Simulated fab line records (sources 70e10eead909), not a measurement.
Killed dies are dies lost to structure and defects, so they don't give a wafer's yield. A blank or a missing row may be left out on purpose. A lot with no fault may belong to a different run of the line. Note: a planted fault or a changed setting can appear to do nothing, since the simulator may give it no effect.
What tool caused it? :: flow nand-harc :: 10 lots, 30 wafers sampled, at 6 steps of a route of 1302

== WHAT THE GAUGES READ, wafer by wafer ==
NHARC_END_SORT_01.
lot: L750
measured: day 28 20:19
on: prober-01
killed-at-array: 129 121

lot: L752
measured: day 29 10:39
on: prober-01
killed-at-array: 105 117 116

== EACH LOT AND THE TOOL THAT RAN IT (in order: tool; ch and the chambers of the sampled wafers; start) ==
lot: L742
NHARC_A_STAIRCASE_TRIM_229: rie-diel-12 ch 2,3, day 16 15:03
NHARC_A_STAIRCASE_DESCUM_443: rie-diel-12 ch 0,1,3, day 19 07:47
NHARC_A_STAIRCASE_STRIP_446: plasma-asher-02 ch 0,1, day 19 12:20
NHARC_A_SGD_CUT_DESCUM_14: rie-diel-05 ch 1,2,3, day 19 15:58
NHARC_A_SGD_CUT_ETCH_16: rie-diel-05 ch 0,3, no start

lot: L744
NHARC_A_STAIRCASE_TRIM_229: rie-diel-04 ch 1,2, day 17 03:16
NHARC_A_STAIRCASE_DESCUM_443: rie-diel-11 ch 0,1,3, day 19 19:03
NHARC_A_STAIRCASE_STRIP_446: plasma-asher-01 ch 0,1, day 19 23:29
NHARC_A_SGD_CUT_DESCUM_14: rie-diel-01 ch 0,1,2, day 20 03:35
NHARC_A_SGD_CUT_ETCH_16: rie-diel-01 ch 2,3, no start

lot: L745
NHARC_A_STAIRCASE_TRIM_229: rie-diel-04 ch 0,1,2, day 17 20:27
NHARC_A_STAIRCASE_DESCUM_443: rie-diel-11 ch 1,2,3, day 20 10:49
NHARC_A_STAIRCASE_STRIP_446: plasma-asher-02 ch 0, day 20 15:17
NHARC_A_SGD_CUT_DESCUM_14: rie-diel-02 ch 0,3, day 20 18:51
NHARC_A_SGD_CUT_ETCH_16: rie-diel-02 ch 1,2, no start

lot: L746
NHARC_A_STAIRCASE_TRIM_229: rie-diel-04 ch 1,2,3, day 17 23:53
NHARC_A_STAIRCASE_DESCUM_443: rie-diel-12 ch 1,2,3, day 20 10:58
NHARC_A_STAIRCASE_STRIP_446: plasma-asher-01 ch 0,1, day 20 15:26
NHARC_A_SGD_CUT_DESCUM_14: rie-diel-01 ch 1,2,3, day 20 19:02
NHARC_A_SGD_CUT_ETCH_16: rie-diel-01 ch 0,1,2, no start

lot: L747
NHARC_A_STAIRCASE_TRIM_229: rie-diel-04 ch 1,2,3, day 18 13:02
NHARC_A_STAIRCASE_DESCUM_443: rie-diel-11 ch 0,1,3, day 21 12:16
NHARC_A_STAIRCASE_STRIP_446: plasma-asher-02 ch 0,1, day 21 16:46
NHARC_A_SGD_CUT_DESCUM_14: rie-diel-05 ch 0,1,3, day 21 20:16
NHARC_A_SGD_CUT_ETCH_16: rie-diel-05 ch 0,1,2, no start

lot: L748
NHARC_A_STAIRCASE_TRIM_229: rie-diel-04 ch 1,2,3, day 18 20:33
NHARC_A_STAIRCASE_DESCUM_443: rie-diel-11 ch 0,1,3, day 21 23:04
NHARC_A_STAIRCASE_STRIP_446: plasma-asher-01 ch 0,1, day 22 03:28
NHARC_A_SGD_CUT_DESCUM_14: rie-diel-02 ch 0,1,2, day 22 07:02
NHARC_A_SGD_CUT_ETCH_16: rie-diel-02 ch 0,3, no start

lot: L750
NHARC_A_STAIRCASE_TRIM_229: rie-diel-04 ch 0,2, day 19 12:25
NHARC_A_STAIRCASE_DESCUM_443: rie-diel-11 ch 1,2, day 22 05:35
NHARC_A_STAIRCASE_STRIP_446: plasma-asher-02 ch 0,1, day 22 10:04
NHARC_A_SGD_CUT_DESCUM_14: rie-diel-02 ch 1,3, day 22 17:02
NHARC_A_SGD_CUT_ETCH_16: rie-diel-02 ch 1,2,3, day 28 20:19 or earlier

lot: L752
NHARC_A_STAIRCASE_TRIM_229: rie-diel-04 ch 0,3, day 20 09:55
NHARC_A_STAIRCASE_DESCUM_443: rie-diel-11 ch 0,1,2, day 22 17:50
NHARC_A_STAIRCASE_STRIP_446: plasma-asher-02 ch 0,1, day 22 22:20
NHARC_A_SGD_CUT_DESCUM_14: rie-diel-02 ch 0,1,3, day 23 06:22
NHARC_A_SGD_CUT_ETCH_16: rie-diel-02 ch 0,1,3, day 29 10:39 or earlier

lot: L759
NHARC_A_STAIRCASE_TRIM_229: rie-diel-11 ch 0,1,3, day 23 19:35
NHARC_A_STAIRCASE_DESCUM_443: rie-diel-12 ch 0,1,2, day 26 16:51
NHARC_A_STAIRCASE_STRIP_446: plasma-asher-01 ch 0,1, day 26 21:29
NHARC_A_SGD_CUT_DESCUM_14: rie-diel-02 ch 0,1,3, day 27 01:12
NHARC_A_SGD_CUT_ETCH_16: rie-diel-02 ch 0,1, no start

lot: L764
NHARC_A_STAIRCASE_TRIM_229: rie-diel-04 ch 1,3, day 25 14:04
NHARC_A_STAIRCASE_DESCUM_443: rie-diel-04 ch 0,3, day 28 04:14
NHARC_A_STAIRCASE_STRIP_446: plasma-asher-01 ch 0,1, day 28 08:51
NHARC_A_SGD_CUT_DESCUM_14: rie-diel-01 ch 0,1,3, day 28 12:19
NHARC_A_SGD_CUT_ETCH_16: rie-diel-01 ch 0,3, no start
- NHARC_A_STAIRCASE_TRIM_229: chemistry O2, time 211.2 s.
- NHARC_A_STAIRCASE_DESCUM_443: chemistry O2, time 3 s.
- NHARC_A_STAIRCASE_STRIP_446: strips in O2.
- NHARC_A_SGD_CUT_DESCUM_14: chemistry O2, time 3 s.
- NHARC_A_SGD_CUT_ETCH_16: etches the open film in C4F8/O2/Ar, target depth 310.5 nm, time 155.2 s.

== THE ANSWER, worked out from the rows above alone ==
Rule: what is usual is taken from the lots themselves. The widest of any qualifying gaps counts: lots, ordered by their means at a reading, are off when they make up no more than a third of the lots, leave a main group of 4 or more, and stand apart from it by 3 or more times the standard deviation of that group's means. A main group is skipped when, at the precision printed for the reading in the tables above, its means are all equal. Also off: a lot with no number at a reading for which 4 or more lots have one. The other lots that the step has rows for count as sound.
None of the lots is off at any reading shown; this tells nothing.

== WHAT THE SIMULATOR PUT IN ==
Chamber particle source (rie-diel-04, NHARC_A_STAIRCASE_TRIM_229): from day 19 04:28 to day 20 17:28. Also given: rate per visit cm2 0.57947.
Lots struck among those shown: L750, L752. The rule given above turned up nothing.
